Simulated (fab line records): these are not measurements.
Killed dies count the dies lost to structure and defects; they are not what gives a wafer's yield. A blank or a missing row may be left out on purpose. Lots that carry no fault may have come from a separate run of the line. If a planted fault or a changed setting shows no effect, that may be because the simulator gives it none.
Chamber matching :: flow nandHarc :: NHARC_P_ZERO_WELL_DESCUM_26 on rieDiel-13: 4 sister chambers
The step chemistry O2, time 3 s. 7 wafers are shown with their chamber, then 7 later ones without.

WAFERS WITH THEIR CHAMBER
wafer: L493.6
chamber: 0
drypumpMotorCurrentA (A): 6.1
rfVppV (V): 56.9

wafer: L495.1
chamber: 3
drypumpMotorCurrentA (A): 6.5
rfVppV (V): 59.2

wafer: L495.4
chamber: 1
drypumpMotorCurrentA (A): 5.6
rfVppV (V): 57.4

wafer: L502.2
chamber: 0
drypumpMotorCurrentA (A): 6.0
rfVppV (V): 57.7

wafer: L502.4
chamber: 2
drypumpMotorCurrentA (A): 6.3
rfVppV (V): 58.7

wafer: L504.1
chamber: 1
drypumpMotorCurrentA (A): 5.6
rfVppV (V): 57.4

wafer: L504.4
chamber: 2
drypumpMotorCurrentA (A): 6.3
rfVppV (V): 58.6

WAFERS WITH NO CHAMBER GIVEN
wafer: L504.6
drypumpMotorCurrentA (A): 5.6
rfVppV (V): 57.2

wafer: L505.1
drypumpMotorCurrentA (A): 6.4
rfVppV (V): 57.3

wafer: L505.2
drypumpMotorCurrentA (A): 5.6
rfVppV (V): 58.8

wafer: L505.3
drypumpMotorCurrentA (A): 6.1
rfVppV (V): 57.8

wafer: L506.1
drypumpMotorCurrentA (A): 6.0
rfVppV (V): 57.3

wafer: L506.3
drypumpMotorCurrentA (A): 6.4
rfVppV (V): 57.6

wafer: L506.4
drypumpMotorCurrentA (A): 6.6
rfVppV (V): 57.4

CHAMBER TAKEN BY EACH
wafer: L504.6
from the rows above: 1
in truth: 1

wafer: L505.1
from the rows above: can't be placed: 2 or 3
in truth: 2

wafer: L505.2
from the rows above: 1
in truth: 1

wafer: L505.3
from the rows above: 0
in truth: 0

wafer: L506.1
from the rows above: 0
in truth: 0

wafer: L506.3
from the rows above: can't be placed: 2 or 3
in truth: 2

wafer: L506.4
from the rows above: 3
in truth: 3
Placed correctly: 5 of 7. Unplaceable from these rows: 2, with the true chamber sitting among the candidates in 2. Wrongly placed: 0.
How it was worked out, from the rows above alone: a wafer's distance from a chamber is the root of the sum, over the readings, of the square of ((its reading less the chamber's mean) divided by the reading's scatter). If the next closest chamber is less than 2 further off than the closest, the wafer can't be placed; otherwise it belongs to the closest. For every chamber, the mean is computed from those of its wafers that are shown. The scatter is the square root of a quotient: the sum, over the shown wafers, of each reading's squared deviation from its chamber's mean, divided by wafers minus chambers.
